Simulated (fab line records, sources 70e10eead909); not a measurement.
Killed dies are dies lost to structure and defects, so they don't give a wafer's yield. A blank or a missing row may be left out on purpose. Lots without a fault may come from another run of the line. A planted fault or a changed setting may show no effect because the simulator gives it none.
fab line records | flow nand_harc
record lots=6 wafers=18 last_day=34
route steps=1302 shown A_BONDPAD@1217 HYBRID_BOND@1237 THIN_TSV@1244 END@1302
lots that met no fault: from a run of the same line without faults
start_h: hours from the record's first day to the start of the lot's first wafer shown | wait_h: hours since the lot's step before | " the same as in the row above | L1.1+2: a row that stands for several wafers | - no value, or no start given | * or withheld: withheld | < > ~ a bound
route shown NAME@n: a module of which the file shows steps, and the number in the route of the first | usual: mean/standard deviation of fault-free wafers | same: alike in all rows | chamber/n: place in a boat | sites: the reading at each site | _std_site: their standard deviation | _edge_site: outer sites' mean less inner sites' | radius_mm: how far each site lies from the wafer's centre | mask NAME#n: copy n | behind: the tool/chamber that last shaped the wafer | hold: why the lot was held/for how many hours/how that ended | device: the transistor (n, p or np) that didn't switch | end of line: the same wafers' tests at the end of the route | a step without rows: its recipe alone | killed: dies lost to structure and defects at the first sort, not the wafer's yield | map: a wafer's dies, x killed, . not, _ none there
set.NAME: the setting as run; set.NAME@STEP: as run at that earlier step | model.NAME: the simulator's own value behind a step, which no gauge read
lots at some steps of the route; a table a step, a row a wafer
services: from which hour (start_h, from the record's first day; less than 0 if before it) a tool's chamber was out of use, for how many hours, and why
## steps
# step NHARC_A_BONDPAD_HARDBAKE_10
# recipe temp_c=118 time_s=65
# step NHARC_A_BONDPAD_DESCUM_11
# recipe time_s=3 o2_flow_sccm=200 ar_flow_sccm=0 bias_power_w=0 chemistry=O2
# step NHARC_A_BONDPAD_ETCH_34
# recipe target_depth_a=600 overetch_a=180 time_s=65.91 ion_energy_ev=200 n2_flow_sccm=150 h2_flow_sccm=150 ar_flow_sccm=0 rf_w=400 bias_w=150 chemistry=N2/H2
# step NHARC_A_BONDPAD_ETCH_12
# recipe target_depth_a=2200 time_s=110 chf3_flow_sccm=50 o2_flow_sccm=10 ar_flow_sccm=200 rf_w=500 bias_w=200 chemistry=CHF3/O2
# usual bias_w=200.0/0.53 chf3_flow_sccm=49.99/0.14 drypump_motor_current_A=5.8/0.35 oes_product_au=0.945/0.023 rf_vpp_V=371.8/2.3 showerhead_plenum_p_Torr=2.46/0.099 throttle_valve_pct=20.572/0.0088
# columns lot.wafer tool chamber start_h wait_h bias_w chf3_flow_sccm drypump_motor_current_A oes_product_au rf_hours_counter_h rf_vpp_V showerhead_plenum_p_Torr throttle_valve_pct
L791.4 rie_diel-05 3 - - 199.6 50.16 5.2 0.979 21 373.6 2.59 20.575
L791.6 " 0 " " 199.7 50.08 6.0 0.921 - 369.6 2.38 20.569
L791.5 " 1 " " 200.7 50.03 5.1 0.973 - 373.7 2.54 20.593
L799.4 rie_diel-11 1 - - 200.7 50.39 6.2 0.977 6 370.5 2.44 20.560
L799.3 " 2 " " 199.9 49.80 5.4 0.973 5 374.2 2.54 20.581
L799.1 " 0 " " 200.1 50.08 5.7 0.951 5 370.2 2.35 20.566
L801.3 rie_diel-04 2 - - 200.0 50.09 6.3 0.921 25 370.1 2.44 20.583
L801.1 " 3 " " 199.2 49.85 5.4 0.933 32 376.2 2.56 20.570
L801.5 " 0 " " 198.8 49.85 6.2 0.928 - 366.7 2.26 20.561
L810.4 rie_diel-04 1 - - 199.6 49.83 6.3 0.962 1 368.3 2.29 20.579
L810.2 " 2 " " 200.6 50.14 6.3 0.963 2 370.8 2.43 20.570
L810.6 " 1 " " 199.9 49.93 6.3 0.955 - 369.6 2.29 20.573
L812.2 rie_diel-11 1 - - 200.2 49.98 6.2 0.918 3 370.6 2.44 20.576
L812.3 " 0 " " 200.6 49.95 5.7 0.924 3 370.6 2.35 20.574
L812.6 " 2 " " 199.6 49.87 5.4 0.918 - 372.9 2.53 20.566
L814.2 rie_diel-04 1 - - 199.9 50.04 6.3 0.971 16 369.7 2.29 20.579
L814.3 " 3 " " 199.6 49.89 5.5 0.970 15 374.3 2.55 20.568
L814.6 " 1 " " 199.7 49.84 6.3 0.968 - 367.9 2.29 20.574
# step NHARC_A_BONDPAD_CD_MEAS_13
# usual cd_nm=499.5/1.5
# columns lot.wafer tool chamber start_h wait_h cd_nm
L791.4 cd_sem-02 - 535.35 - 496.8
L791.5 " - " " 498.2
L791.6 " - " " 499.9
L799.1 cd_sem-01 - 607.13 - 500.9
L799.3 " - " " 498.3
L799.4 " - " " 501.0
L801.1 cd_sem-02 - 624.14 - 499.5
L801.3 " - " " 498.9
L801.5 " - " " 497.0
L810.2 cd_sem-01 - 725.81 - 497.1
L810.4 " - " " 499.2
L810.6 " - " " 498.1
L812.2 cd_sem-01 - 741.64 - 501.0
L812.3 " - " " 500.0
L812.6 " - " " 500.7
L814.2 cd_sem-03 - 769.33 - 498.6
L814.3 " - " " 498.3
L814.6 " - " " 498.4
# step NHARC_A_BONDPAD_STRIP_15
# recipe o2_flow_sccm=500 ar_flow_sccm=0 bias_w=0 chemistry=O2
# step NHARC_A_BONDPAD_ETCH_24
# recipe target_depth_a=300 over_etch_frac=0.3 time_s=72.99 ion_energy_ev=150 cf4_flow_sccm=50 n2_flow_sccm=100 ar_flow_sccm=150 rf_w=300 bias_w=100 chemistry=CF4/N2
# usual bias_w=100.0/0.3 drypump_motor_current_A=5.7/0.38 oes_product_au=1.000/0.0076 rf_vpp_V=315.1/2.2 showerhead_plenum_p_Torr=2.68/0.12 throttle_valve_pct=19.794/0.0087
# columns lot.wafer tool chamber start_h wait_h bias_w drypump_motor_current_A oes_product_au rf_hours_counter_h rf_vpp_V showerhead_plenum_p_Torr throttle_valve_pct
L791.4 rie_diel-11 3 - - 99.8 5.7 0.983 3 316.6 2.81 19.779
L791.5 " 3 " " 100.0 5.7 0.986 - 317.3 2.81 19.806
L791.6 " 0 " " 99.5 5.7 1.003 - 312.0 2.57 19.799
L799.1 rie_diel-04 0 - - 100.0 6.2 0.999 22 311.1 2.48 19.805
L799.3 " 1 " " 99.9 6.3 0.992 19 311.3 2.52 19.794
L799.4 " 2 " " 99.6 6.3 0.992 19 315.4 2.67 19.799
L801.1 rie_diel-04 3 - - 99.6 5.5 0.999 32 318.0 2.80 19.801
L801.3 " 0 " " 99.9 6.2 0.999 32 313.0 2.47 19.787
L801.5 " 2 " " 100.3 6.3 1.002 - 314.3 2.67 19.794
L810.4 rie_diel-11 0 - - 100.3 5.7 0.988 3 312.8 2.57 19.801
L810.2 " 1 " " 100.0 6.2 0.981 3 316.0 2.67 19.803
L810.6 " 2 " " 100.1 5.4 0.989 - 316.2 2.77 19.797
L812.2 rie_diel-11 0 - - 100.2 5.7 1.005 3 314.3 2.57 19.799
L812.3 " 1 " " 100.2 6.2 0.993 4 315.0 2.67 19.779
L812.6 " 3 " " 99.6 5.7 0.997 - 317.0 2.81 19.781
L814.2 rie_diel-11 1 769.59 0.1 100.5 6.2 1.002 4 315.2 2.67 19.807
L814.3 " 3 " " 100.0 5.7 0.998 4 316.1 2.81 19.780
L814.6 " 2 " " 99.7 5.4 1.001 - 315.7 2.77 19.795
# step NHARC_A_BONDPAD_STRIP_16
# recipe time_s=600 temp_c=30 chemistry=post_etch_residue_remover
# step NHARC_A_BONDPAD_DEGAS_25
# recipe temp_c=300 time_s=60
# step NHARC_A_BONDPAD_PRE_CLEAN_26
# recipe time_s=30 temp_c=280 gas=H2/He
# step NHARC_A_BONDPAD_PVD_17
# recipe target_thk_a=50 bias_v=168.6 power_w=15000 chamber_pressure_pa=0.12 time_s=8.06 substrate_temp_c=50 material=TaN
# usual throttle_valve_pct=30.0/1.4
# columns lot.wafer tool chamber start_h wait_h throttle_valve_pct
L791.4 pvd_sputter-01 - - - 29.7
L791.5 " - " " 29.7
L791.6 " - " " 31.5
L799.1 pvd_sputter-02 - - - 29.2
L799.3 " - " " 31.6
L799.4 " - " " 27.5
L801.3 pvd_sputter-01 - - - 31.5
L801.1 " - " " 31.7
L801.5 " - " " 29.0
L810.4 pvd_sputter-02 - - - 29.6
L810.2 " - " " 31.7
L810.6 " - " " 29.8
L812.2 pvd_sputter-01 - - - 31.2
L812.3 " - " " 31.5
L812.6 " - " " 29.0
L814.3 pvd_sputter-01 - - - 29.0
L814.2 " - " " 29.1
L814.6 " - " " 31.9
# step NHARC_A_BONDPAD_PVD_27
# recipe target_thk_a=300 chamber_pressure_pa=5 power_w=5000 substrate_temp_c=30 time_s=20.49 material=Cu
# step NHARC_A_BONDPAD_ECD_18
# recipe target_thk_a=4000 bath_temp_c=25 material=Cu
# columns lot.wafer tool chamber start_h wait_h
L791.4+6+5 ecd_cu-02 0,1,0 536.50 -
L799.1+4+3 ecd_cu-01 0,0,1 608.14 -
L801.1+3+5 ecd_cu-01 1 625.17 -
L810.2+4+6 ecd_cu-02 1,0,0 726.84 -
L812.2+3+6 ecd_cu-01 0,1,0 742.62 -
L814.2+3+6 ecd_cu-02 0,1,0 770.41 -
# step NHARC_A_BONDPAD_ANNEAL_28
# recipe temp_c=225 time_s=90
# usual wafer_temp_C_max=225.92/0.29
# columns lot.wafer tool chamber start_h wait_h wafer_temp_C_max
L791.4 rtp_anneal-02 0 536.89 0.3 225.97
L791.5 " 0 " " 226.45
L791.6 " 0 " " 225.79
L799.1 rtp_anneal-01 0 608.52 - 225.62
L799.3 " 0 " " 225.82
L799.4 " 0 " " 226.19
L801.1 rtp_anneal-01 0 625.50 - 225.70
L801.3 " 0 " " 225.79
L801.5 " 0 " " 225.98
L810.2 rtp_anneal-02 0 727.22 0.3 225.69
L810.4 " 0 " " 225.41
L810.6 " 0 " " 225.28
L812.2 rtp_anneal-02 0 743.05 - 225.77
L812.3 " 0 " " 226.14
L812.6 " 0 " " 226.03
L814.2 rtp_anneal-01 0 770.79 - 226.39
L814.3 " 0 " " 226.30
L814.6 " 0 " " 226.18
# step NHARC_A_BONDPAD_CMP_19
# recipe t_overpolish_s=30 cu_recess_touch_s=16 target_thk_nm=169.82
# usual motor_current_A=11.8/1.1 overpolish_run_s=30.001/0.0097
# columns lot.wafer tool chamber start_h wait_h motor_current_A overpolish_run_s
L791.4 cmp-03 1 537.11 - 12.7 29.992
L791.5 " 0 " " 10.9 30.020
L791.6 " 1 " " 12.6 30.014
L799.4 cmp-04 1 608.86 - 10.5 30.026
L799.1 " 2 " " 11.4 29.987
L799.3 " 0 " " 13.3 30.010
L801.3 cmp-04 2 625.84 - 10.8 29.998
L801.1 " 3 " " 11.3 29.994
L801.5 " 3 " " 11.4 30.001
L810.2 cmp-04 0 727.51 - 14.0 30.000
L810.4 " 2 " " 11.5 30.002
L810.6 " 0 " " 14.6 29.985
L812.3 cmp-04 2 743.41 - 11.2 30.007
L812.2 " 3 " " 10.9 30.008
L812.6 " 1 " " 10.9 30.009
L814.2 cmp-04 3 771.11 - 10.7 30.003
L814.3 " 0 " " 14.0 29.983
L814.6 " 3 " " 11.3 30.001
# step NHARC_A_BONDPAD_THK_MEAS_20
# recipe thk_meas_gauge=xrf
# usual thk_nm=170.0/1.3
# columns lot.wafer tool chamber start_h wait_h thk_nm
L791.4 film_metro-02 - 537.40 - 173.0
L791.5 " - " " 170.5
L791.6 " - " " 169.9
L799.1 film_metro-02 - 609.18 - 170.7
L799.3 " - " " 169.1
L799.4 " - " " 172.4
L801.1 film_metro-02 - 626.16 - 171.6
L801.3 " - " " 169.2
L801.5 " - " " 169.0
L810.2 film_metro-01 - 727.84 - 172.2
L810.4 " - " " 168.2
L810.6 " - " " 170.7
L812.2 film_metro-01 - 743.67 - 168.6
L812.3 " - " " 169.4
L812.6 " - " " 171.0
L814.2 film_metro-02 - 771.40 - 169.2
L814.3 " - " " 170.8
L814.6 " - " " 170.0
# step NHARC_A_BONDPAD_SRD_21
# recipe time_s=30 temp_c=23 dry_time_s=20 spin_rpm=1500
# step NHARC_HYBRID_BOND_ACTIVATE_00
# recipe time_s=60 n2_flow_sccm=200 ar_flow_sccm=0 bias_power_w=0 chemistry=N2
# step NHARC_HYBRID_BOND_PRECLEAN_01
# recipe time_s=300 temp_c=23 chemistry=DIW
# step NHARC_HYBRID_BOND_SRD_02
# recipe time_s=30 temp_c=23 dry_time_s=20 spin_rpm=1500
# step NHARC_HYBRID_BOND_BOND_03
# recipe temp_c=25
# step NHARC_HYBRID_BOND_ANNEAL_04
# recipe temp_c=300 time_s=7200 ramp_up_c_per_min=5 ramp_down_c_per_min=3 idle_temp_c=100 pressure_atm=1
# step NHARC_HYBRID_BOND_OVL_MEAS_05
# usual overlay_x_nm=-1/29 overlay_y_nm=-2/34
# columns lot.wafer tool chamber start_h wait_h overlay_x_nm overlay_y_nm
L791.4 overlay-01 - 547.58 0.4 -48 -15
L791.5 " - " " 7 35
L791.6 " - " " 40 12
L799.1 overlay-01 - 618.89 0.4 69 38
L799.3 " - " " 26 -33
L799.4 " - " " 2 -78
L801.1 overlay-02 - 638.28 0.4 36 30
L801.3 " - " " -49 24
L801.5 " - " " -22 2
L810.2 overlay-02 - 738.58 0.4 -8 3
L810.4 " - " " 23 -3
L810.6 " - " " -6 -58
L812.2 overlay-02 - 759.87 0.4 -53 -41
L812.3 " - " " 24 -41
L812.6 " - " " 37 -21
L814.2 overlay-01 - 784.47 0.4 -24 30
L814.3 " - " " -42 3
L814.6 " - " " -33 -31
# step NHARC_THIN_TSV_GRIND_00
# recipe target_thk_um=6
# step NHARC_THIN_TSV_CMP_01
# recipe target_thk_um=3
# step NHARC_THIN_TSV_THK_MEAS_02
# recipe thk_meas_gauge=ir
# usual thk_nm=2979/230
# columns lot.wafer tool chamber start_h wait_h thk_nm
L791.4 film_metro-01 - 549.28 0.2 2862
L791.5 " - " " 3101
L791.6 " - " " 2857
L799.1 film_metro-01 - 620.60 - 2772
L799.3 " - " " 2596
L799.4 " - " " 2926
L801.1 film_metro-01 - 639.99 - 2927
L801.3 " - " " 2762
L801.5 " - " " 2968
L810.2 film_metro-02 - 745.47 - 2590
L810.4 " - " " 2545
L810.6 " - " " 2607
L812.2 film_metro-01 - 763.81 0.2 3286
L812.3 " - " " 3177
L812.6 " - " " 3323
L814.2 film_metro-01 - 786.17 - 3144
L814.3 " - " " 3175
L814.6 " - " " 2821
# step NHARC_THIN_TSV_SRD_03
# step NHARC_THIN_TSV_PRECLEAN_41
# recipe time_s=* temp_c=50 bath_age_min=0 chemistry=SC1
# step NHARC_THIN_TSV_SRD_42
# step NHARC_THIN_TSV_DEP_43
# recipe target_thk_a=13285 temp_c=withheld pressure_torr=6.5 rf_w=900 teos_flow_sccm=161.4 flow_sccm=2650 target_thk_nm=1328.5 gas=O2 material=SiO2
# step NHARC_THIN_TSV_DEHYDRATE_04
# recipe temp_c=150 time_s=120
# step NHARC_THIN_TSV_HMDS_05
# recipe time_s=30
# step NHARC_THIN_TSV_COAT_06
# recipe spin_rpm=*
# step NHARC_THIN_TSV_SOFTBAKE_07
# recipe temp_c=122 time_s=95
# step NHARC_THIN_TSV_EBR_08
# step NHARC_THIN_TSV_EXPOSE_09
# recipe na=0.55 dose_mj=30.7 mask_id=TSV
# step NHARC_THIN_TSV_PEB_10
# recipe peb_temp_c=118 peb_time_s=85
# step NHARC_THIN_TSV_DEVELOP_11
# recipe time_s=70
# step NHARC_END_SORT_01
# recipe temp_c=25
# usual defect_limited_yield=91.6/2.6 killed_at_array=52/17 killed_at_other=0.8/1.1 killed_at_periphery=3.2/2.2 killed_dies=57/17 killed_open=3.4/1.8 killed_short=2.4/1.6 sort_bin_2_pct=2.9/1.1 sort_bin_3_pct=0.6/0.38 sort_bin_4_pct=4.8/1.5 sort_n_pass=620/17 sort_rim_yield_pct=92/4.9 sort_yield_pct=91.6/2.6
# same gross_dies=677 sort_bin_5_pct[%]=0 sort_bin_6_pct[%]=0 sort_bin_7_pct[%]=0 sort_bin_8_pct[%]=0 sort_rim_n_gross=106.00
# columns lot.wafer tool chamber start_h wait_h defect_limited_yield[%] killed_at_array killed_at_other killed_at_periphery killed_dies killed_open killed_short sort_bin_2_pct[%] sort_bin_3_pct[%] sort_bin_4_pct[%] sort_n_pass sort_rim_yield_pct[%] sort_yield_pct[%]
L791.4 prober-02 0 568.02 3.4 90.0 60 2 6 68 6 1 2.1 0.7 7.2 609 94 90.0
L791.5 prober-02 0 568.83 3.7 90.0 60 4 4 68 6 1 3.5 1.0 5.5 609 96 90.0
L791.6 prober-02 0 569.63 4.0 91.0 52 3 6 61 4 1 3.0 0.1 5.9 616 84 91.0
L799.1 prober-01 0 637.05 2.5 24.4 512 0 0 512 0 4 28.4 4.6 42.7 165 24 24.4
L799.3 prober-01 0 638.62 3.1 27.9 488 0 0 488 2 3 29.8 6.8 35.5 189 31 27.9
L799.4 prober-01 0 639.41 3.4 25.1 505 0 2 507 2 3 29.8 7.1 38.0 170 32 25.1
L801.1 prober-02 0 655.69 2.5 29.1 477 0 3 480 0 4 28.7 5.9 36.3 197 25 29.1
L801.3 prober-02 0 657.28 3.1 29.1 476 2 2 480 0 0 32.1 5.0 33.8 197 27 29.1
L801.5 prober-02 0 658.87 3.7 28.1 486 1 0 487 1 0 30.0 5.0 36.9 190 26 28.1
L810.2 prober-01 0 766.00 2.8 94.2 34 0 5 39 6 2 1.3 0.1 4.3 638 94 94.2
L810.4 prober-01 0 767.59 3.4 94.1 33 1 6 40 5 2 2.4 0.1 3.4 637 93 94.1
L810.6 prober-01 0 769.19 4.0 94.4 36 1 1 38 8 1 0.9 0.4 4.3 639 95 94.4
# killed by level:class
L791.4 A_CHANNEL_HOLE_D1:chamber_film_flake=28 A_SLIT:chamber_film_flake=19 A_STAIRCASE:chamber_film_flake=4 P_M1:chamber_film_flake=2 A_CONTACT:chamber_film_flake=2 THIN_TSV:chamber_film_flake=2 P_STI:geometric_particle:open=1 P_CONTACT:geometric_particle:open=1
L791.5 A_CHANNEL_HOLE_D1:chamber_film_flake=29 A_SLIT:chamber_film_flake=18 THIN_TSV:chamber_film_flake=4 A_CHANNEL_HOLE_D2:chamber_film_flake=3 A_STAIRCASE:chamber_film_flake=3 P_M1:geometric_particle:open=2 A_CHANNEL_FILL_D2:geometric_particle:open=2 P_M1:chamber_film_flake=2
L791.6 A_CHANNEL_HOLE_D1:chamber_film_flake=25 A_SLIT:chamber_film_flake=10 A_CHANNEL_HOLE_D2:chamber_film_flake=6 A_CONTACT:chamber_film_flake=4 P_M1:chamber_film_flake=3 A_STAIRCASE:chamber_film_flake=3 THIN_TSV:chamber_film_flake=3 P_STI:geometric_particle:open=1
L799.1 A_BONDPAD:unspecified=462 A_SLIT:chamber_film_flake=24 A_CHANNEL_HOLE_D1:chamber_film_flake=17 A_CHANNEL_HOLE_D2:chamber_film_flake=3 A_CHANNEL_HOLE_D1:geometric_particle:short=1 A_CHANNEL_FILL_D2:geometric_particle:short=1 A_WL_FILL:geometric_particle:short=1 A_M0:geometric_particle:short=1
L799.3 A_BONDPAD:unspecified=442 A_CHANNEL_HOLE_D1:chamber_film_flake=19 A_SLIT:chamber_film_flake=14 A_CHANNEL_HOLE_D2:chamber_film_flake=7 A_ONON_D1:geometric_particle:short=1 A_ONON_D1:geometric_particle:open=1 A_CHANNEL_FILL_D2:geometric_particle:short=1 A_WL_FILL:geometric_particle:short=1
L799.4 A_BONDPAD:unspecified=471 A_CHANNEL_HOLE_D1:chamber_film_flake=14 A_SLIT:chamber_film_flake=12 A_CHANNEL_HOLE_D2:chamber_film_flake=3 P_M0:geometric_particle:short=1 A_CHANNEL_HOLE_D1:geometric_particle:short=1 A_CHANNEL_FILL_D2:geometric_particle:short=1 A_CONTACT:geometric_particle:open=1
L801.1 A_BONDPAD:unspecified=457 A_CHANNEL_HOLE_D1:chamber_film_flake=4 A_STAIRCASE:chamber_film_flake=3 P_GATE:chamber_film_flake=2 A_DECK1_JOINT:chamber_film_flake=2 A_CONTACT:chamber_film_flake=2 A_ONON_D1:geometric_particle:short=1 A_DECK1_JOINT:geometric_particle:short=1
L801.3 A_BONDPAD:unspecified=464 A_CHANNEL_HOLE_D1:chamber_film_flake=4 A_CONTACT:chamber_film_flake=3 A_CHANNEL_HOLE_D2:unspecified=2 A_SLIT:chamber_film_flake=2 THIN_TSV:chamber_film_flake=2 P_ZERO_WELL:chamber_film_flake=1 P_STI:chamber_film_flake=1
L801.5 A_BONDPAD:unspecified=472 A_CHANNEL_HOLE_D1:chamber_film_flake=5 A_CHANNEL_HOLE_D2:unspecified=2 A_CHANNEL_HOLE_D2:chamber_film_flake=2 A_ONON_D1:geometric_particle:open=1 A_CHANNEL_FILL_D2:chamber_film_flake=1 A_STAIRCASE:chamber_film_flake=1 A_SLIT:chamber_film_flake=1
L810.2 A_SLIT:chamber_film_flake=10 A_CHANNEL_HOLE_D1:chamber_film_flake=8 A_CONTACT:chamber_film_flake=6 A_STAIRCASE:chamber_film_flake=3 P_CONTACT:geometric_particle:open=2 P_M2:geometric_particle:open=1 A_CHANNEL_FILL_D1:geometric_particle:open=1 A_ONON_D2:geometric_particle:short=1
L810.4 A_CHANNEL_HOLE_D1:chamber_film_flake=9 A_SLIT:chamber_film_flake=8 A_STAIRCASE:chamber_film_flake=7 A_CONTACT:chamber_film_flake=4 P_CONTACT:geometric_particle:open=2 P_ZERO_WELL:chamber_film_flake=2 P_STI:chamber_film_flake=2 A_SOURCE_PLATE:geometric_particle:open=1
L810.6 A_CHANNEL_HOLE_D1:chamber_film_flake=11 A_CHANNEL_FILL_D2:geometric_particle:open=5 A_CONTACT:chamber_film_flake=5 A_STAIRCASE:chamber_film_flake=4 A_SLIT:chamber_film_flake=4 A_M0:chamber_film_flake=2 A_ONON_D1:geometric_particle:short=1 A_CONTACT:geometric_particle:open=1
# map L799.1 (x killed, . not)
____________x____________
_________xxxx.xx_________
_______...xx.x.xxx_______
______xxxxxx.xxxx.x______
_____x.xxxx.x.xxx.xx_____
____xx.x..xx.xxxxxx.x____
____xx.xxxx..xxxxx.xx____
___xxx.xx.xxxxxxx.xxxx___
___..xx.xxxxx.xxx.xx.x___
__...x.xxx.xxx.xxxxxxxx__
__xxx.xxxx.x.xx.xx.xxxx__
_x..x.xxxxxxxxxxx.x.x.xx_
_xxxxxx.xxxxxxxxx.xxxxx._
_.xxxxxxxxxxxxxxxx.xxxxx_
_xx.xxxx..xxxxxxxxxxx..x_
_xxxxxxxxxxxxxxxx..xxx.x_
xxxxxxxx..xxxxxxxx...x.xx
.x.x.xxx.x..xxxx.x.x....x
xxxxx.xx.xxxxxxxx.x.xx.x.
x.x..xx.xxxxxxxxxx.xxx.xx
.x..xxxx.xxxxxxxxxxx.xxxx
_xxxxxxx.x.xx.xxx.xxxxx._
_xxx.xx..x..xx.xxx.xxxxx_
_xx.xxxxx.xxxxxxxxx..x.x_
_xxxx..xx.x.xxxxx.x.xxx._
_xx.xx..xxxxx.xxxxx.x.x._
__x..xxxxx..xxx.xx.xxxx__
__xxxx.xxx.xx.xx.x.xxx.__
___xxx.xxx...xx.xxxxxx___
___xxxx.xxxxxxxx.xx..x___
____.xxxxxxxxxxx.xxxx____
____..xx.x..xxxx.xxxx____
_____xxxx.xxxx.xxxxx_____
______xx.xxx.x.xxxx______
_______x.xxx.x.xxx_______
_________xx.xx.x_________
____________x____________
# map L801.5 (x killed, . not)
____________x____________
_________x.x...x_________
_______xx.xxx.xxx._______
______.xxxxxxx.x.xx______
_____xxxxxxxxxx.xxxx_____
____xxx..xx...xxx.xx.____
____xxxx.xxx.xx.xx.xx____
___x.xx.x.xxxx.x.x..xx___
___x.x.xxxxxxxxx.xx...___
__xx...xxxxxxxxx.xxxxx.__
__xx....xxx.xxx.x.x.xxx__
_xxxxx..xx..xxxx.xxx.xx._
_xxx.x.xxx..xx.xxxxxxxxx_
_xx..x.xxxxxxxx.xx.xxxxx_
_xx.xxxx.xxxx.xxx.xxx.xx_
_xxxx.xxx.x..xxxxx.x.x.._
.xxx.xxx..xx..x.x.xx..xxx
x...xxx..xx.x..xxxx.xxxxx
x.x..xxxxxxxxxxxxxx.x.x.x
xxxxxxxx.xx..x.x.xxxx.xxx
xxxxx...xxxxxxxxxxx.xxxxx
_.x.x.xxxxxxxxxxx...xxxx_
_xxxx.xxx...x.xxxxxx...x_
_xx.xx.xxx.xxxxxxxxxxxxx_
_x.xxxx.xxxxxx.xx.xxxxxx_
_xx.xxx.xx..xx.xxx.xxxxx_
__xxx...x.xxxxxxxx.xxxx__
__xxxx.xxxxxxxx...xxxxx__
___.x.xxxxxxxx...x.xxx___
___x.x.x.x.xxxx.xx....___
____.xx..xxxxxxxxxxxx____
____x.xx.xxx.xxx...xx____
_____xx.xxx.x.xx.x.x_____
______.xxx..xxxxx.x______
_______x..xxxx.x.._______
_________xx.xx.x_________
____________.____________
## services
# columns tool chamber start_h hours kind
rie_diel-04 2 529.53 12.9 repair
rie_diel-04 - 532.24 9.0 pm
cmp-04 - 536.09 5.5 repair
ecd_cu-01 - 556.69 8.0 pm
cmp-04 - 556.81 1.5 repair
cmp-04 - 563.65 2.1 repair
pvd_sputter-01 - 582.00 10.0 pm
ecd_cu-02 - 596.56 8.0 pm
pvd_sputter-01 - 600.61 2.0 repair
cmp-04 - 601.13 4.0 pm
rie_diel-11 - 609.50 9.0 pm
cmp-04 - 618.99 3.7 repair
cmp-04 - 634.11 3.0 repair
ecd_cu-01 - 639.91 0.5 repair
ecd_cu-01 - 646.55 0.9 repair
cmp-04 - 661.18 2.8 repair
cmp-04 - 674.92 0.2 repair
pvd_sputter-01 - 689.95 1.1 repair
cmp-04 - 699.13 4.0 pm
cmp-04 - 703.60 1.7 repair
rie_diel-04 - 709.30 9.0 pm
pvd_sputter-01 - 747.56 12.3 repair
pvd_sputter-01 - 760.00 10.0 pm
rie_diel-11 0 763.55 9.1 repair
## key
first_sign step=NHARC_END_SORT_01 reading=killed_at_array direction=up sigmas=26 usual=52 struck=491
effect step=NHARC_END_SORT_01 reading=defect_limited_yield direction=down sigmas=25 usual=91.6 struck=27.3
more_kills_born_at NHARC_A_BONDPAD_ECD_18@ecd_cu-01=2768
met_at NHARC_A_BONDPAD_ECD_18
struck_wafers L799.1,L799.3,L799.4,L801.1,L801.3,L801.5
also_fits NHARC_A_BONDPAD_ETCH_24:rie_diel-04
fault kind=chamber_particle_source tool=ecd_cu-01 chamber=- onset_h=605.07 steps=NHARC_A_BONDPAD_ECD_18 rate_per_visit_cm2=1.3247 end_h=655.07
